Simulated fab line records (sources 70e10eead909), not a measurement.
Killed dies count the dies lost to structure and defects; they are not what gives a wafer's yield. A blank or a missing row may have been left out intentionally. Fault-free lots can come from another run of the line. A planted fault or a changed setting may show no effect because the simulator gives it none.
Which tool did it? + flow nandHarc + 35 wafers from 12 lots sampled at 4 of the route's 1159 steps

## WHAT THE GAUGES SHOWED, per wafer
The record lacks any reading of a measuring or inspecting step that a usual standard deviation could be used to judge.

## TOOL THAT RAN EACH LOT (tool first, then ch and the chambers of the sampled wafers, then the start)
| lot  | NHARC_A_STAIRCASE_TRIM_22                    | NHARC_A_STAIRCASE_ETCH_25                    | NHARC_A_STAIRCASE_TRIM_187        | NHARC_A_STAIRCASE_TRIM_189    |
|------|----------------------------------------------|----------------------------------------------|-----------------------------------|-------------------------------|
| L924 | rieDiel-07 ch 0,1,3, day 11 02:34 or earlier | rieDiel-07 ch 0,1,3, day 11 02:34 or earlier | rieDiel-02 ch 1,2, day 11 02:34   | rieDiel-02 ch 0,2,3, no start |
| L925 | rieDiel-07 ch 1,2, day 11 15:25 or earlier   | rieDiel-07 ch 0,2, day 11 15:25 or earlier   | rieDiel-06 ch 0,1, day 11 15:25   | rieDiel-06 ch 0,3, no start   |
| L926 | rieDiel-06 ch 0,3, day 11 17:58 or earlier   | rieDiel-06 ch 0,1,2, day 11 17:58 or earlier | rieDiel-06 ch 0,2,3, day 11 17:58 | rieDiel-06 ch 0,1, no start   |
| L928 | rieDiel-06 ch 1,2,3, day 12 01:11 or earlier | rieDiel-06 ch 0,1,2, day 12 01:11 or earlier | rieDiel-02 ch 1,2, day 12 01:11   | rieDiel-02 ch 0,3, no start   |
| L929 | rieDiel-07 ch 1,3, day 12 13:27 or earlier   | rieDiel-07 ch 1,3, day 12 13:27 or earlier   | rieDiel-07 ch 1,3, day 12 13:27   | rieDiel-07 ch 1,3, no start   |
| L930 | rieDiel-02 ch 0,2,3, day 12 13:49 or earlier | rieDiel-02 ch 0,2, day 12 13:49 or earlier   | rieDiel-06 ch 0,3, day 12 13:49   | rieDiel-06 ch 0,2,3, no start |
| L937 | rieDiel-02 ch 0,1,2, day 14 16:38 or earlier | rieDiel-02 ch 0,1,3, day 14 16:38 or earlier | rieDiel-06 ch 0,2,3, day 14 16:38 | rieDiel-06 ch 1,2,3, no start |
| L938 | rieDiel-07 ch 2,3, day 14 21:30 or earlier   | rieDiel-07 ch 3, day 14 21:30 or earlier     | rieDiel-06 ch 1,3, day 14 21:30   | rieDiel-06 ch 1,2, no start   |
| L944 | rieDiel-06 ch 1,2,3, day 16 02:53 or earlier | rieDiel-06 ch 1,2,3, day 16 02:53 or earlier | rieDiel-02 ch 0,1,3, day 16 02:53 | rieDiel-02 ch 1,2,3, no start |
| L942 | rieDiel-07 ch 2,3, day 16 04:54 or earlier   | rieDiel-07 ch 0,1,2, day 16 04:54 or earlier | rieDiel-07 ch 1,3, day 16 04:54   | rieDiel-07 ch 0,2,3, no start |
| L943 | rieDiel-06 ch 2,3, day 16 08:10 or earlier   | rieDiel-06 ch 1,2,3, day 16 08:10 or earlier | rieDiel-07 ch 0,3, day 16 08:10   | rieDiel-07 ch 0,3, no start   |
| L946 | rieDiel-06 ch 0,1, day 16 17:14 or earlier   | rieDiel-06 ch 0,1,2, day 16 17:14 or earlier | rieDiel-07 ch 0,2, day 16 17:14   | rieDiel-07 ch 2,3, no start   |
- NHARC_A_STAIRCASE_TRIM_22: chemistry O2, time 211.2 s.
- NHARC_A_STAIRCASE_ETCH_25: etches the open film in C4F8/O2, target depth 100 nm, time 40.5 s.
- NHARC_A_STAIRCASE_TRIM_187: chemistry O2, time 211.2 s.
- NHARC_A_STAIRCASE_TRIM_189: chemistry O2, time 211.2 s.

## AS READ BY THE TOOLS THEMSELVES (means over the sampled wafers that have a number; for cases with no such wafer, the mark the record gives instead)
NHARC_A_STAIRCASE_TRIM_22. Usual: drypumpMotorCurrentA 5.3 A, standard deviation 0.37; oesProductAu 1.001 a.u., standard deviation 0.0075; rfVppV 58.0 V, standard deviation 0.84; runLengthS 232.5 s, standard deviation 0.55; showerheadPlenumPTorr 3.64 Torr, standard deviation 0.11; throttleValvePct 17.037 %, standard deviation 0.0096.
| lot  | tool       | drypumpMotorCurrentA (A) | oesProductAu (a.u.) | rfVppV (V) | runLengthS (s) | showerheadPlenumPTorr (Torr) | throttleValvePct (%) | flag |
|------|------------|--------------------------|---------------------|------------|----------------|------------------------------|----------------------|------|
| L924 | rieDiel-07 | 5.6                      | 1.005               | 57.5       | 232.9          | 3.60                         | 17.043               |      |
| L925 | rieDiel-07 | 5.6                      | 0.995               | 57.7       | 232.5          | 3.61                         | 17.037               |      |
| L926 | rieDiel-06 | 4.9                      | 0.999               | 58.4       | 232.1          | 3.73                         | 17.044               |      |
| L928 | rieDiel-06 | 5.1                      | 1.002               | 58.2       | 232.4          | 3.70                         | 17.033               |      |
| L929 | rieDiel-07 | 5.5                      | 1.006               | 58.2       | 232.5          | 3.55                         | 17.027               |      |
| L930 | rieDiel-02 | 5.7                      | 0.995               | 58.0       | 233.0          | 3.61                         | 17.033               |      |
| L937 | rieDiel-02 | 5.5                      | 0.998               | 57.9       | 232.2          | 3.50                         | 17.034               |      |
| L938 | rieDiel-07 | 5.5                      | 1.006               | 57.0       | 232.4          | 3.57                         | 17.046               |      |
| L944 | rieDiel-06 | 5.1                      | 1.008               | 57.9       | 232.3          | 3.68                         | 17.041               |      |
| L942 | rieDiel-07 | 5.5                      | 1.008               | 57.4       | 232.5          | 3.55                         | 17.030               |      |
| L943 | rieDiel-06 | 5.1                      | 1.010               | 58.4       | 232.0          | 3.75                         | 17.042               |      |
| L946 | rieDiel-06 | 5.1                      | 0.998               | 58.1       | 232.2          | 3.64                         | 17.032               |      |

NHARC_A_STAIRCASE_ETCH_25. Usual: oesProductAu 0.943 a.u., standard deviation 0.01; rfVppV 899 V, standard deviation 4.4.
| lot  | tool       | oesProductAu (a.u.) | rfVppV (V) | flag |
|------|------------|---------------------|------------|------|
| L924 | rieDiel-07 | 0.947               | 899        |      |
| L925 | rieDiel-07 | 0.940               | 900        |      |
| L926 | rieDiel-06 | 0.950               | 901        |      |
| L928 | rieDiel-06 | 0.938               | 902        |      |
| L929 | rieDiel-07 | 0.950               | 895        |      |
| L930 | rieDiel-02 | 0.934               | 896        |      |
| L937 | rieDiel-02 | 0.935               | 893        |      |
| L938 | rieDiel-07 | 0.943               | 896        |      |
| L944 | rieDiel-06 | 0.960               | 901        |      |
| L942 | rieDiel-07 | 0.949               | 899        |      |
| L943 | rieDiel-06 | 0.948               | 902        |      |
| L946 | rieDiel-06 | 0.942               | 901        |      |

NHARC_A_STAIRCASE_TRIM_187. Usual: drypumpMotorCurrentA 5.4 A, standard deviation 0.34; oesProductAu 1.002 a.u., standard deviation 0.0076; rfVppV 58.1 V, standard deviation 0.92; runLengthS 232.6 s, standard deviation 0.51; showerheadPlenumPTorr 3.62 Torr, standard deviation 0.11; throttleValvePct 17.038 %, standard deviation 0.009.
| lot  | tool       | drypumpMotorCurrentA (A) | oesProductAu (a.u.) | rfVppV (V) | runLengthS (s) | showerheadPlenumPTorr (Torr) | throttleValvePct (%) | flag |
|------|------------|--------------------------|---------------------|------------|----------------|------------------------------|----------------------|------|
| L924 | rieDiel-02 | 5.3                      | 1.002               | 57.2       | 232.0          | 3.65                         | 17.027               |      |
| L925 | rieDiel-06 | 5.1                      | 1.003               | 57.9       | 232.3          | 3.66                         | 17.030               |      |
| L926 | rieDiel-06 | 5.0                      | 1.000               | 59.1       | 231.8          | 3.75                         | 17.041               |      |
| L928 | rieDiel-02 | 5.3                      | 0.999               | 58.0       | 232.3          | 3.64                         | 17.035               |      |
| L929 | rieDiel-07 | 5.5                      | 1.005               | 57.1       | 232.6          | 3.55                         | 17.032               |      |
| L930 | rieDiel-06 | 4.9                      | 0.995               | 59.0       | 231.8          | 3.75                         | 17.039               |      |
| L937 | rieDiel-06 | 5.0                      | 1.007               | 58.5       | 235.1          | 3.74                         | 17.035               | OFF  |
| L938 | rieDiel-06 | 5.0                      | 1.009               | 58.5       | 237.1          | 3.65                         | 17.029               | OFF  |
| L944 | rieDiel-02 | 5.8                      | 1.006               | 59.0       | 232.6          | 3.45                         | 17.036               |      |
| L942 | rieDiel-07 | 5.5                      | 0.998               | 58.3       | 232.7          | 3.53                         | 17.040               |      |
| L943 | rieDiel-07 | 5.6                      | 1.001               | 58.6       | 232.8          | 3.56                         | 17.033               |      |
| L946 | rieDiel-07 | 5.7                      | 1.005               | 57.9       | 232.9          | 3.63                         | 17.042               |      |

NHARC_A_STAIRCASE_TRIM_189. Usual: drypumpMotorCurrentA 5.4 A, standard deviation 0.34; oesProductAu 1.002 a.u., standard deviation 0.0069; rfVppV 58.1 V, standard deviation 0.84; runLengthS 232.5 s, standard deviation 0.49; showerheadPlenumPTorr 3.62 Torr, standard deviation 0.12; throttleValvePct 17.036 %, standard deviation 0.009.
| lot  | tool       | drypumpMotorCurrentA (A) | oesProductAu (a.u.) | rfVppV (V) | runLengthS (s) | showerheadPlenumPTorr (Torr) | throttleValvePct (%) | flag |
|------|------------|--------------------------|---------------------|------------|----------------|------------------------------|----------------------|------|
| L924 | rieDiel-02 | 5.7                      | 1.003               | 57.5       | 232.9          | 3.62                         | 17.036               |      |
| L925 | rieDiel-06 | 4.9                      | 1.000               | 58.7       | 231.9          | 3.73                         | 17.034               |      |
| L926 | rieDiel-06 | 5.2                      | 1.008               | 57.8       | 232.6          | 3.61                         | 17.044               |      |
| L928 | rieDiel-02 | 6.0                      | 0.992               | 58.6       | 233.0          | 3.56                         | 17.026               |      |
| L929 | rieDiel-07 | 5.6                      | 1.003               | 58.5       | 232.8          | 3.55                         | 17.030               |      |
| L930 | rieDiel-06 | 5.0                      | 0.991               | 59.2       | 232.2          | 3.75                         | 17.025               |      |
| L937 | rieDiel-06 | 5.1                      | 1.002               | 58.2       | 232.4          | 3.69                         | 17.039               |      |
| L938 | rieDiel-06 | 5.2                      | 1.006               | 58.1       | 232.3          | 3.65                         | 17.035               |      |
| L944 | rieDiel-02 | 5.6                      | 1.001               | 57.9       | 232.4          | 3.58                         | 17.033               |      |
| L942 | rieDiel-07 | 5.6                      | 1.002               | 57.3       | 232.8          | 3.59                         | 17.041               |      |
| L943 | rieDiel-07 | 5.6                      | 0.998               | 58.0       | 232.8          | 3.60                         | 17.038               |      |
| L946 | rieDiel-07 | 5.6                      | 1.008               | 58.8       | 232.6          | 3.58                         | 17.031               |      |

## THE ANSWER, worked out from the rows above alone
Rule: a lot counts as off when the mean over its wafers that have a number is more than 3 standard deviations away from the usual mean. A lot without any number at a reading at which 4 lots or more have one is off too. The other lots that the step has rows for count as sound. The gauges are gone through in route order, then the tools' own readings, and for those a lot's mean is taken as printed above. At the first step where some lot is off, the reading lying furthest off is the one used; lots without a number count as furthest.
Off, at NHARC_A_STAIRCASE_TRIM_187 on runLengthS: L937, L938.
If a tool, at that step or one of the process steps before it, ran each lot that is off and ran no sound lot following the first of them, it fits. With no start given for some of its lots, NHARC_A_STAIRCASE_TRIM_22 uses the hours and lot order of NHARC_A_STAIRCASE_TRIM_187. With no start given for some of its lots, NHARC_A_STAIRCASE_ETCH_25 uses the hours and lot order of NHARC_A_STAIRCASE_TRIM_187. One fits: rieDiel-06 at NHARC_A_STAIRCASE_TRIM_187. A fault onset in the window from L930 (day 12 13:49, its last sound lot) to L937 (day 14 16:38, its first lot off) fits.
The tool's own readings at NHARC_A_STAIRCASE_TRIM_187 bear it out: on the lots that are off they differ by more than 5 times the standard deviation of the sound lots' means. runLengthS reads 236.1 s there against 232.4 s on the sound lots.

## WHAT THE SIMULATOR PUT IN
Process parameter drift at NHARC_A_STAIRCASE_TRIM_187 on rieDiel-06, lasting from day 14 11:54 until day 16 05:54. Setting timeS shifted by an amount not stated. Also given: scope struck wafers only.
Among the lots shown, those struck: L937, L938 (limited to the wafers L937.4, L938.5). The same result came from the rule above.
